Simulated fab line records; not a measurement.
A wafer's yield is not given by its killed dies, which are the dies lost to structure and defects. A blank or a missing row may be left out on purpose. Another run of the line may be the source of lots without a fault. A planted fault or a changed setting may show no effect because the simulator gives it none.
Matching of chambers + flow n5_finfet + rie_diel-06 running N5_DUMMY_GATE_STRIP_48: 4 sister chambers
The step strips in N2/H2, time 20 s. 4 wafers are shown with their chamber, then 8 later ones without.

## WAFERS, EACH WITH ITS CHAMBER
| wafer  | chamber | drypump_motor_current_A (A) |
|--------|---------|-----------------------------|
| L094.2 | 2       | 6.03                        |
| L094.5 | 0       | 5.91                        |
| L094.6 | 3       | 5.43                        |
| L095.1 | 1       | 6.27                        |

## WAFERS WITH NO CHAMBER GIVEN
| wafer  | drypump_motor_current_A (A) |
|--------|-----------------------------|
| L095.5 | 5.91                        |
| L095.6 | 6.25                        |
| L097.1 | 6.30                        |
| L097.2 | 5.42                        |
| L097.3 | 5.91                        |
| L097.4 | 6.04                        |
| L097.5 | 6.25                        |
| L097.6 | 5.91                        |

## CHAMBER TAKEN BY EACH
| wafer  | from the rows above | in truth |
|--------|---------------------|----------|
| L095.5 | 0                   | 0        |
| L095.6 | 1                   | 1        |
| L097.1 | 1                   | 1        |
| L097.2 | 3                   | 3        |
| L097.3 | 0                   | 0        |
| L097.4 | 2                   | 2        |
| L097.5 | 1                   | 1        |
| L097.6 | 0                   | 0        |
8 of 8 placed correctly. Left unplaced by these rows: 0. 0 placed wrongly.
How it was worked out, from the rows above alone: a wafer's distance from a chamber is the root of the sum, over the readings, of the square of ((its reading less the chamber's mean) divided by the reading's scatter). The wafer belongs to the nearest chamber; if the next one is less than 2 further off, it can't be placed. The mean given for a chamber averages the wafers shown for that chamber. The scatter: root of mean squared gap, hidden wafer to nearest shown wafer, with one shown wafer a chamber.
